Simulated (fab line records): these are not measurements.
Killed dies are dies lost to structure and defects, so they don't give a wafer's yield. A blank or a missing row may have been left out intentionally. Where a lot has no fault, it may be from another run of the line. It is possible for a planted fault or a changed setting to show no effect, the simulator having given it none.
fab line records ; flow n5-finfet
record lots=10; wafers=30; last-day=18
route steps=1938 shown BEOL_M7@1309 PASSIVATION@1908
lots that met no fault: taken from a fault-free run of the same line
start-h: hours from the record's opening day to when the first of the lot's shown wafers began ; wait-h: hours since the lot's step before ; " identical to the entry in the row above ; L1.1+2: a single row standing in for several wafers ; - no value, or no start given ; * or withheld: withheld ; < > ~ a bound
route shown NAME@n: a module of which the file shows steps, and the number in the route of the first ; usual: the fault-free wafers' mean and standard deviation ; same: alike in all rows ; chamber/n: place in a boat ; sites: each site's reading ; _std_site: the standard deviation of these ; _edge_site: inner sites' mean taken away from outer sites' mean ; radius-mm: how far each site lies from the wafer's centre ; mask NAME#n: copy n ; behind: tool/chamber where the wafer was last shaped ; hold: why the lot went on hold/how many hours it stayed there/how the hold came to an end ; device: the n, p or np transistor that did not switch ; end of line: the route-end tests of the same wafers ; a step given without rows: its recipe and nothing more ; killed: dies that structure and defects cost at the first sort, which is not the same as the wafer's yield ; map: shows each die of a wafer: x if killed, . if not, _ if none is there
set.NAME: setting as actually run; set.NAME@STEP: the setting as run at that earlier step ; model.NAME: the simulator's own value behind a step, which no gauge read
the route's steps for a sample of lots (tables are steps, rows are wafers)
services: the hour from which a tool's chamber was out of use, counted from the record's first day as start-h (under 0 if before that day), plus the number of hours and why
## steps
# step N5_BEOL_M7_ETCH_41
# recipe chemistry=CH3F/O2; target=SiCN; target-depth-a=319; taper-deg=2; time-s=57.8; ion-energy-ev=120; mask-material=TiN; pressure-mtorr=30; source-w=395; bias-w=75; Ar_flow_sccm=150; CH3F_flow_sccm=30; O2_flow_sccm=20
# usual drypump-motor-current-A=5.40/0.29; oes-product-au=0.80/0.1; rf-fwd-power-W=391.4/1.6; rf-vpp-V=297.6/1.2; showerhead-plenum-p-Torr=2.02/0.054; throttle-valve-pct=16.26/0.2
lot.wafer;tool;chamber;start-h;wait-h;drypump-motor-current-A;oes-product-au;rf-fwd-power-W;rf-hours-counter-h;rf-vpp-V;showerhead-plenum-p-Torr;throttle-valve-pct
L161.1;rie-diel-03;2;208.25;-;5.23;0.68;392.7;238;296.6;1.97;16.52
L161.4;rie-diel-03;0;208.25;-;5.93;0.72;393.3;-;296.3;1.98;16.13
L161.5;rie-diel-03;2;208.25;-;5.21;0.68;390.8;-;295.4;1.97;16.51
L159.2;rie-diel-06;2;208.42;-;5.90;0.73;391.3;201;297.7;1.98;16.65
L159.3;rie-diel-06;0;208.42;-;5.08;0.74;390.6;160;299.4;2.08;16.28
L159.6;rie-diel-06;0;208.42;-;5.09;0.74;390.3;-;298.1;2.08;16.27
L162.3;rie-diel-03;0;215.88;-;5.94;0.71;393.3;202;297.1;1.98;16.13
L162.5;rie-diel-03;1;215.88;-;5.26;0.80;391.3;-;299.3;2.13;16.35
L162.6;rie-diel-03;0;215.88;-;5.94;0.71;393.8;-;296.7;1.98;16.13
L165.2;rie-diel-05;2;245.72;-;5.70;0.92;392.6;25;298.2;2.06;16.09
L165.3;rie-diel-05;1;245.72;-;5.48;0.90;391.9;44;296.6;1.95;15.86
L165.5;rie-diel-05;0;245.72;-;5.05;0.97;391.3;-;297.9;2.04;16.23
L166.1;rie-diel-03;1;249.20;-;5.27;0.80;392.4;79;299.3;2.13;16.34
L166.3;rie-diel-03;0;249.20;-;5.93;0.70;391.9;213;296.4;1.97;16.17
L166.6;rie-diel-03;3;249.20;-;5.13;0.97;392.3;-;297.5;2.04;16.15
L168.1;rie-diel-05;0;254.95;-;5.03;0.95;390.9;11;299.4;2.04;16.24
L168.2;rie-diel-05;2;254.95;-;5.65;0.90;390.5;28;297.5;2.05;16.06
L168.6;rie-diel-05;0;254.95;-;5.00;0.95;392.9;-;296.6;2.04;16.23
L173.3;rie-diel-05;3;284.09;-;5.30;0.71;392.9;192;298.0;1.98;16.41
L173.5;rie-diel-05;1;284.09;-;5.43;0.87;389.8;-;296.9;1.94;15.88
L173.6;rie-diel-05;0;284.09;-;5.01;0.94;391.4;-;299.6;2.04;16.25
L177.1;rie-diel-05;3;305.26;-;5.30;0.71;390.7;200;297.5;1.98;16.45
L177.2;rie-diel-05;1;305.26;-;5.44;0.87;388.3;64;297.0;1.94;15.91
L177.3;rie-diel-05;0;305.26;-;5.00;0.92;394.4;28;297.9;2.04;16.25
L179.1;rie-diel-05;0;332.58;-;5.01;0.91;393.9;36;297.2;2.03;16.27
L179.4;rie-diel-05;3;332.58;-;5.32;0.70;391.1;210;295.7;1.98;16.44
L179.5;rie-diel-05;3;332.58;-;5.33;0.71;393.6;-;297.6;1.98;16.43
L182.3;rie-diel-05;2;340.87;-;5.66;0.88;391.8;48;297.2;2.05;16.10
L182.5;rie-diel-05;0;340.87;-;5.04;0.91;394.8;-;297.2;2.03;16.27
L182.6;rie-diel-05;1;340.87;-;5.45;0.85;388.8;-;297.2;1.93;15.95
# step N5_PASSIVATION_DESCUM_32
# recipe chemistry=O2; time-s=7.9; source-power-w=50; bias-power-w=20; pressure-mtorr=20; rf-frequency-hz=2.712e+07; temp-c=40; o2-flow-sccm=225
# usual drypump-motor-current-A=5.8/0.56; oes-product-au=0.78/0.09; rf-fwd-power-W=49.72/0.16; rf-vpp-V=243.1/1.2; showerhead-plenum-p-Torr=2.09/0.065; throttle-valve-pct=20.54/0.22
lot.wafer;tool;chamber;start-h;wait-h;drypump-motor-current-A;oes-product-au;rf-fwd-power-W;rf-hours-counter-h;rf-vpp-V;showerhead-plenum-p-Torr;throttle-valve-pct
L161.1;rie-diel-01;0;279.41;0.1;5.3;0.83;49.72;79;244.6;2.12;20.45
L161.4;rie-diel-01;1;279.41;0.1;5.4;0.78;49.61;102;243.1;2.14;20.47
L161.5;rie-diel-01;0;279.41;0.1;5.3;0.82;49.61;-;244.2;2.12;20.45
L159.2;rie-diel-02;2;285.05;0.0;5.8;0.73;49.43;215;243.7;2.16;20.50
L159.3;rie-diel-02;1;285.05;0.0;6.6;0.70;49.81;205;242.5;2.07;20.71
L159.6;rie-diel-02;3;285.05;0.0;5.0;0.70;49.75;-;242.3;2.05;20.78
L162.3;rie-diel-04;2;289.97;0.0;6.1;0.82;49.70;88;239.9;2.02;20.14
L162.5;rie-diel-04;1;289.97;0.0;6.1;1.00;49.55;-;241.7;2.08;20.64
L162.6;rie-diel-04;2;289.97;0.0;6.2;0.82;49.84;-;242.1;2.02;20.13
L166.1;rie-diel-01;2;317.84;0.2;5.1;0.74;49.76;137;241.6;2.02;20.53
L166.3;rie-diel-01;3;317.84;0.2;6.2;0.78;49.61;105;242.2;2.10;20.00
L166.6;rie-diel-01;3;317.84;0.2;6.3;0.78;49.55;-;243.5;2.10;20.00
L165.2;rie-diel-02;3;321.59;0.0;5.0;0.69;49.98;231;244.5;2.04;20.78
L165.3;rie-diel-02;0;321.59;0.0;5.6;0.87;49.78;30;244.0;2.15;20.51
L165.5;rie-diel-02;3;321.59;0.0;5.0;0.70;49.90;-;242.4;2.04;20.81
L168.1;rie-diel-02;0;326.83;0.0;5.6;0.88;49.74;31;243.2;2.15;20.50
L168.2;rie-diel-02;1;326.83;0.0;6.6;0.69;49.40;219;244.2;2.06;20.72
L168.6;rie-diel-02;3;326.83;0.0;5.0;0.70;49.92;-;242.7;2.04;20.80
L173.3;rie-diel-02;0;362.06;0.0;5.6;0.85;49.90;45;244.6;2.15;20.52
L173.5;rie-diel-02;2;362.06;0.0;5.8;0.70;49.73;-;244.1;2.15;20.54
L173.6;rie-diel-02;3;362.06;0.0;5.0;0.69;49.65;-;243.1;2.04;20.83
L177.1;rie-diel-04;2;378.70;0.0;6.2;0.78;49.93;124;241.4;2.00;20.19
L177.2;rie-diel-04;1;378.70;0.0;6.0;0.90;49.57;33;242.1;2.06;20.67
L177.3;rie-diel-04;3;378.70;0.0;5.3;0.70;49.97;242;241.2;1.99;20.74
L179.1;rie-diel-01;1;404.51;0.0;5.5;0.74;49.82;145;243.2;2.12;20.52
L179.4;rie-diel-01;2;404.51;0.0;5.1;0.72;49.74;169;241.4;2.01;20.56
L179.5;rie-diel-01;2;404.51;0.0;5.1;0.73;49.70;-;241.8;2.01;20.57
L182.3;rie-diel-02;1;420.85;0.0;6.6;0.66;49.61;256;243.1;2.05;20.78
L182.5;rie-diel-02;0;420.85;0.0;5.6;0.81;50.05;-;243.7;2.14;20.58
L182.6;rie-diel-02;1;420.85;0.0;6.6;0.66;49.92;-;244.0;2.05;20.77
# step N5_PASSIVATION_OVL_MEAS_66
# recipe points-per-wafer=44
# usual PASS_OPEN_OVL=1/5.3
# same points-per-wafer=44
lot.wafer;tool;chamber;start-h;wait-h;PASS_OPEN_OVL[nm]
L161.1;overlay-01;0;281.22;0.0;0
L161.4;overlay-01;0;281.22;0.0;2
L161.5;overlay-01;0;281.22;0.0;2
L159.2;overlay-02;0;286.73;0.0;0
L159.3;overlay-02;0;286.73;0.0;7
L159.6;overlay-02;0;286.73;0.0;2
L162.3;overlay-01;0;291.65;0.0;2
L162.5;overlay-01;0;291.65;0.0;3
L162.6;overlay-01;0;291.65;0.0;1
L166.1;overlay-02;0;319.69;0.0;-2
L166.3;overlay-02;0;319.69;0.0;4
L166.6;overlay-02;0;319.69;0.0;-1
L165.2;overlay-01;0;323.39;0.0;12
L165.3;overlay-01;0;323.39;0.0;10
L165.5;overlay-01;0;323.39;0.0;11
L168.1;overlay-02;0;328.54;0.0;-11
L168.2;overlay-02;0;328.54;0.0;-12
L168.6;overlay-02;0;328.54;0.0;-9
L173.3;overlay-01;0;363.87;0.0;-4
L173.5;overlay-01;0;363.87;0.0;1
L173.6;overlay-01;0;363.87;0.0;0
L177.1;overlay-01;0;380.67;0.0;-1
L177.2;overlay-01;0;380.67;0.0;6
L177.3;overlay-01;0;380.67;0.0;1
L179.1;overlay-01;0;406.46;0.0;3
L179.4;overlay-01;0;406.46;0.0;-1
L179.5;overlay-01;0;406.46;0.0;0
L182.3;overlay-02;0;422.53;0.0;-6
L182.5;overlay-02;0;422.53;0.0;-8
L182.6;overlay-02;0;422.53;0.0;-5
# step N5_PASSIVATION_STRIP_48
# recipe chemistry=O2; power-w=600; temp-c=60; pressure-mtorr=30; rf-frequency-hz=6e+07; bias-power-w=0; overash-fraction=0.5; o2-flow-sccm=225
# usual drypump-motor-current-A=5.7/0.54; oes-product-au=0.77/0.077; rf-vpp-V=3.7/2.3; showerhead-plenum-p-Torr=2.08/0.062; throttle-valve-pct=16.77/0.25
lot.wafer;tool;chamber;start-h;wait-h;drypump-motor-current-A;oes-product-au;rf-hours-counter-h;rf-vpp-V;showerhead-plenum-p-Torr;throttle-valve-pct
L161.1;rie-diel-04;3;281.83;0.1;5.3;0.73;203;0.2;2.00;16.90
L161.4;rie-diel-04;3;281.83;0.1;5.3;0.73;-;3.9;2.00;16.98
L161.5;rie-diel-04;0;281.83;0.1;6.8;0.71;-;0;1.98;17.17
L159.2;rie-diel-04;0;287.34;0.1;6.8;0.69;239;2.7;1.98;17.16
L159.3;rie-diel-04;3;287.34;0.1;5.3;0.74;207;3.6;2.00;17.05
L159.6;rie-diel-04;2;287.34;0.1;6.1;0.83;-;4.7;2.02;16.47
L162.3;rie-diel-04;1;292.26;0.1;6.0;0.96;1;2.9;2.08;16.81
L162.5;rie-diel-04;2;292.26;0.1;6.2;0.82;-;4.3;2.02;16.39
L162.6;rie-diel-04;1;292.26;0.1;6.1;0.99;-;5.0;2.08;16.75
L166.1;rie-diel-02;1;320.30;0.1;6.6;0.69;217;4.0;2.07;16.99
L166.3;rie-diel-02;0;320.30;0.1;5.6;0.86;29;6.4;2.15;16.72
L166.6;rie-diel-02;3;320.30;0.1;5.0;0.73;-;4.5;2.05;17.14
L165.2;rie-diel-01;0;324.00;0.1;5.3;0.84;93;8.5;2.11;16.73
L165.3;rie-diel-01;1;324.00;0.1;5.4;0.76;117;4.6;2.14;16.74
L165.5;rie-diel-01;1;324.00;0.1;5.4;0.75;-;2.4;2.13;16.83
L168.1;rie-diel-02;1;329.15;0.1;6.6;0.67;220;4.3;2.07;17.03
L168.2;rie-diel-02;2;329.15;0.1;5.9;0.69;230;2.3;2.16;16.78
L168.6;rie-diel-02;2;329.15;0.1;5.9;0.72;-;6.3;2.15;16.72
L173.3;rie-diel-01;3;364.61;0.1;6.3;0.72;123;4.8;2.10;16.36
L173.5;rie-diel-01;2;364.61;0.1;5.1;0.72;-;5.5;2.02;16.87
L173.6;rie-diel-01;3;364.61;0.1;6.2;0.73;-;1.9;2.10;16.37
L177.1;rie-diel-01;0;381.28;0.1;5.3;0.80;114;7.1;2.11;16.79
L177.2;rie-diel-01;2;381.28;0.1;5.1;0.72;161;0.5;2.02;16.88
L177.3;rie-diel-01;3;381.28;0.1;6.3;0.74;129;0.7;2.10;16.30
L179.1;rie-diel-01;3;407.13;0.1;6.2;0.75;138;5.6;2.09;16.31
L179.4;rie-diel-01;0;407.13;0.1;5.3;0.79;122;5.7;2.10;16.78
L179.5;rie-diel-01;1;407.13;0.1;5.5;0.79;-;4.7;2.12;16.78
L182.3;rie-diel-02;2;423.14;0.1;5.8;1.01;1;4.0;2.15;16.24
L182.5;rie-diel-02;2;423.14;0.1;5.8;1.02;-;1.8;2.15;16.29
L182.6;rie-diel-02;0;423.14;0.1;5.6;0.85;-;0.5;2.14;16.80
# step N5_PASSIVATION_PROBE_49
# usual defect-limited-yield=91.3/1.4; killed_at_M0_to_M3=36/11; killed_at_M4_up=13/5.2; killed-at-contacts=13/6.5; killed-at-front-end=37/11; killed-at-other=3.6/2.9; killed-dies=103/17; killed-open=68/12; killed-short=33/7.3; sort_bin_4_leakage=0.01/0.039; sort_bin_5_function=5.2/0.91; sort_bin_6_memory=3.2/0.67; sort_bin_8_speed=0.00/0.0099; sort-n-pass=1077/17; sort-yield-pct=91.3/1.4
# same gross-dies=1180; killed-at-back-side=0
lot.wafer;tool;chamber;start-h;wait-h;defect-limited-yield[%];killed_at_M0_to_M3;killed_at_M4_up;killed-at-contacts;killed-at-front-end;killed-at-other;killed-dies;killed-open;killed-short;sort_bin_4_leakage[%];sort_bin_5_function[%];sort_bin_6_memory[%];sort_bin_8_speed[%];sort-n-pass;sort-yield-pct[%]
L159.2;prober-01;-;289.88;0.1;90.1;38;7;12;54;6;117;78;38;0;6.3;3.1;0;1063;90.1
L159.3;prober-01;-;289.93;0.1;94.1;17;11;15;23;4;70;48;21;0;3.9;1.9;0;1110;94.1
L159.6;prober-01;-;290.08;0.3;93.1;32;4;17;26;3;82;54;28;0;3.8;3.0;0;1098;93.1
L162.3;prober-01;-;294.87;0.1;91.2;43;14;21;25;1;104;70;34;0;4.6;3.9;0;1076;91.2
L162.5;prober-01;-;294.97;0.2;92.8;45;7;12;18;3;85;64;21;0;4.2;2.8;0;1095;92.8
L162.6;prober-01;-;295.02;0.3;91.3;44;8;15;30;6;103;67;36;0;5.4;3.1;0;1077;91.3
L166.1;prober-01;-;323.32;0.0;82.5;26;149;10;18;4;207;43;23;0;10.0;3.8;0;973;82.5
L166.3;prober-01;-;323.42;0.1;80.6;31;134;12;49;3;229;79;32;0;11.4;4.6;0;951;80.6
L166.6;prober-01;-;323.57;0.3;80.4;17;155;15;44;0;231;51;34;0;11.6;3.9;0;949;80.4
L168.1;prober-01;-;332.93;0.0;89.7;58;7;11;37;9;122;77;44;0;6.4;3.6;0;1058;89.7
L168.2;prober-01;-;332.98;0.1;90.2;35;12;11;55;3;116;79;37;0;5.8;3.7;0;1064;90.2
L168.6;prober-01;-;333.18;0.3;89.4;44;6;26;41;8;125;75;50;0.08;6.6;3.9;0;1054;89.3
# killed by level:class
L159.2 STI_FIN_REVEAL:geometric-particle:open=16 MOL_CONTACT_COAG:geometric-particle:open=12 FIN_SAQP:geometric-particle:open=7 BEOL_M3:geometric-particle:open=7 BEOL_M2:geometric-particle:open=7 DUMMY_GATE:geometric-particle:open=6 BEOL_M1:geometric-particle:open=6 BEOL_M2:geometric-particle:short=6
L159.3 MOL_CONTACT_COAG:geometric-particle:open=11 STI_FIN_REVEAL:geometric-particle:open=7 BEOL_M3:geometric-particle:open=6 BEOL_M4:geometric-particle:open=6 MOL_CONTACT_COAG:geometric-particle:short=4 BEOL_M2:geometric-particle:open=4 FIN_SAQP:geometric-particle:short=3 DUMMY_GATE:geometric-particle:open=2
L159.6 MOL_CONTACT_COAG:geometric-particle:open=13 BEOL_M0:geometric-particle:open=7 BEOL_M3:geometric-particle:open=7 BEOL_M0_SAQP:geometric-particle:short=6 FIN_SAQP:geometric-particle:open=5 GATE_CUT:geometric-particle:short=5 BEOL_M2:geometric-particle:open=5 MOL_CONTACT_COAG:geometric-particle:short=4
L162.3 MOL_CONTACT_COAG:geometric-particle:open=17 BEOL_M3:geometric-particle:open=10 BEOL_M0_SAQP:geometric-particle:open=9 BEOL_M2:geometric-particle:open=7 FIN_SAQP:geometric-particle:short=6 BEOL_M0_SAQP:geometric-particle:short=6 STARTING-WAFER:geometric-particle:open=5 BEOL_M4:geometric-particle:open=5
L162.5 MOL_CONTACT_COAG:geometric-particle:open=11 BEOL_M2:geometric-particle:open=10 BEOL_M3:geometric-particle:open=9 BEOL_M0:geometric-particle:open=7 BEOL_M0_SAQP:geometric-particle:open=6 BEOL_M0_SAQP:geometric-particle:short=4 STARTING-WAFER:geometric-particle:open=4 STI_FIN_REVEAL:geometric-particle:open=3
L162.6 MOL_CONTACT_COAG:geometric-particle:open=13 BEOL_M0_SAQP:geometric-particle:short=13 BEOL_M3:geometric-particle:open=11 BEOL_M0_SAQP:geometric-particle:open=11 STI_FIN_REVEAL:geometric-particle:open=10 GATE_CUT:geometric-particle:short=5 BEOL_M2:geometric-particle:open=5 PASS1_CAP:geometric-particle:short=4
L166.1 BEOL_M7:unspecified=141 BEOL_M0_SAQP:geometric-particle:short=8 FIN_SAQP:geometric-particle:open=6 MOL_CONTACT_COAG:geometric-particle:open=6 BEOL_M3:geometric-particle:open=6 BEOL_M0_SAQP:geometric-particle:open=5 MOL_CONTACT_COAG:geometric-particle:short=4 FIN_SAQP:geometric-particle:short=3
L166.3 BEOL_M7:unspecified=117 FIN_SAQP:geometric-particle:open=23 MOL_CONTACT_COAG:geometric-particle:open=11 BEOL_M3:geometric-particle:open=11 BEOL_M0_SAQP:geometric-particle:short=7 BEOL_M2:geometric-particle:open=7 FIN_SAQP:geometric-particle:short=5 BEOL_M4:geometric-particle:short=5
L166.6 BEOL_M7:unspecified=145 FIN_SAQP:geometric-particle:open=16 MOL_CONTACT_COAG:geometric-particle:open=13 FIN_SAQP:geometric-particle:short=9 BEOL_M0_SAQP:geometric-particle:short=6 BEOL_M4:geometric-particle:open=4 STARTING-WAFER:geometric-particle:short=4 FIN_CUT:geometric-particle:short=3
L168.1 BEOL_M0_SAQP:geometric-particle:open=15 BEOL_M0_SAQP:geometric-particle:short=13 GATE_CUT:geometric-particle:short=10 MOL_CONTACT_COAG:geometric-particle:open=9 BEOL_M2:geometric-particle:open=8 FIN_SAQP:geometric-particle:open=7 BEOL_M3:geometric-particle:open=7 STI_FIN_REVEAL:geometric-particle:open=5
L168.2 STI_FIN_REVEAL:geometric-particle:open=14 MOL_CONTACT_COAG:geometric-particle:open=10 BEOL_M2:geometric-particle:open=9 BEOL_M0_SAQP:geometric-particle:open=8 FIN_SAQP:geometric-particle:short=7 FIN_SAQP:geometric-particle:open=7 STI_FIN_REVEAL:geometric-particle:short=5 BEOL_M5:geometric-particle:open=5
L168.6 MOL_CONTACT_COAG:geometric-particle:open=18 BEOL_M0_SAQP:geometric-particle:short=12 FIN_SAQP:geometric-particle:short=9 BEOL_M0_SAQP:geometric-particle:open=9 FIN_SAQP:geometric-particle:open=8 MOL_CONTACT_COAG:geometric-particle:short=8 STI_FIN_REVEAL:geometric-particle:open=6 BEOL_M1:geometric-particle:open=6
## services
tool;chamber;start-h;hours;kind
rie-diel-03;3;207.89;9.7;repair
rie-diel-02;0;211.43;-;clean
rie-diel-03;-;223.67;1.2;repair
rie-diel-06;3;226.39;4.2;repair
rie-diel-01;-;226.88;11.4;repair
rie-diel-06;2;227.03;16.7;repair
rie-diel-03;-;252.99;2.8;pm
rie-diel-03;3;257.10;10.3;repair
rie-diel-02;0;269.78;9.7;repair
rie-diel-01;-;271.78;1.1;repair
rie-diel-03;0;275.51;4.4;repair
rie-diel-03;-;281.98;0.1;repair
rie-diel-06;0;287.29;12.3;repair
rie-diel-05;2;295.07;17.0;repair
rie-diel-05;2;316.07;4.0;repair
rie-diel-03;3;317.28;3.7;repair
rie-diel-05;1;370.48;4.3;repair
rie-diel-05;1;375.69;6.9;repair
rie-diel-02;1;377.66;3.6;repair
rie-diel-04;3;391.70;8.2;repair
rie-diel-02;2;400.89;3.5;repair
rie-diel-01;-;405.13;0.6;repair
rie-diel-04;2;405.32;9.0;repair
rie-diel-04;0;413.76;10.2;repair
## key
first-sign step=N5_PASSIVATION_PROBE_49; reading=killed_at_M4_up; direction=up; sigmas=26; usual=13; struck=146
effect step=N5_PASSIVATION_PROBE_49; reading=defect-limited-yield; direction=down; sigmas=7.1; usual=91.3; struck=81.2
more-kills-born-at N5_BEOL_M7_ETCH_41@rie-diel-03=403
met-at N5_BEOL_M7_ETCH_41
struck-lots L166
not-acting-at N5_PASSIVATION_DESCUM_32,N5_PASSIVATION_OVL_MEAS_66,N5_PASSIVATION_STRIP_48
onset-between 215.88 249.20
fault kind=chamber-particle-source; tool=rie-diel-03; chamber=-; onset-h=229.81; steps=N5_BEOL_M7_ETCH_41; rate-per-visit-cm2=1.4372; until-the-next-wet-clean=True
